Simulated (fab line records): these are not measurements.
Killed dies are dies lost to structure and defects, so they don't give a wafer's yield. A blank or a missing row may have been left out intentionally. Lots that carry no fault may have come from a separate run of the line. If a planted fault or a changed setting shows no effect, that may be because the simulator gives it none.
Which tool was responsible? + flow n5Finfet + 33 wafers sampled from 11 lots at 1 step of a route of 1938

== WHAT THE GAUGES SHOWED, per wafer ==
N5_BEOL_M7_OVL_MEAS_29.
| lot  | measured     | on         | V6_OVL (nm)    |
|------|--------------|------------|----------------|
| L076 | day 11 09:30 | overlay-02 | -1.0 -1.1 -0.8 |
| L078 | day 12 07:13 | overlay-01 | 1.0 0.0 -0.5   |
| L080 | day 13 02:07 | overlay-02 | 0.8 1.0 0.5    |
| L082 | day 13 14:55 | overlay-02 | 0.1 -0.1 -0.9  |
| L083 | day 13 18:45 | overlay-01 | 1.0 1.4 0.3    |
| L087 | day 14 02:56 | overlay-01 | -0.1 0.7 0.0   |
| L090 | day 15 01:01 | overlay-02 | -0.2 0.3 0.0   |
| L092 | day 16 00:11 | overlay-01 | -0.2 0.1 0.1   |
| L093 | day 16 08:42 | overlay-01 | -1.7 -1.0 -0.3 |
| L095 | day 16 11:07 | overlay-01 | 0.5 0.7 -0.3   |
| L097 | day 16 22:24 | overlay-01 | -0.2 0.7 -0.3  |

== TOOL THAT RAN EACH LOT (tool first, then ch and the chambers of the sampled wafers, then the start) ==
The record shows no process step preceding these readings.

== THE ANSWER, worked out from the rows above alone ==
Rule: the usual values come from the lots themselves. Put in order of their means at a reading, lots are off if they are a third of the lots or fewer, leave a main group of 4 or more, and stand apart from it by a gap of 3 or more times the standard deviation of the main group's means; of several such gaps the widest counts. Not used: any main group whose means are identical at the precision the tables above print for the reading. A lot without any number at a reading at which 4 lots or more have one is off too. The other lots that the step has rows for count as sound.
Across all readings shown, no lot is off: no conclusion can be drawn from this.

== WHAT HAD BEEN PUT IN BY THE SIMULATOR ==
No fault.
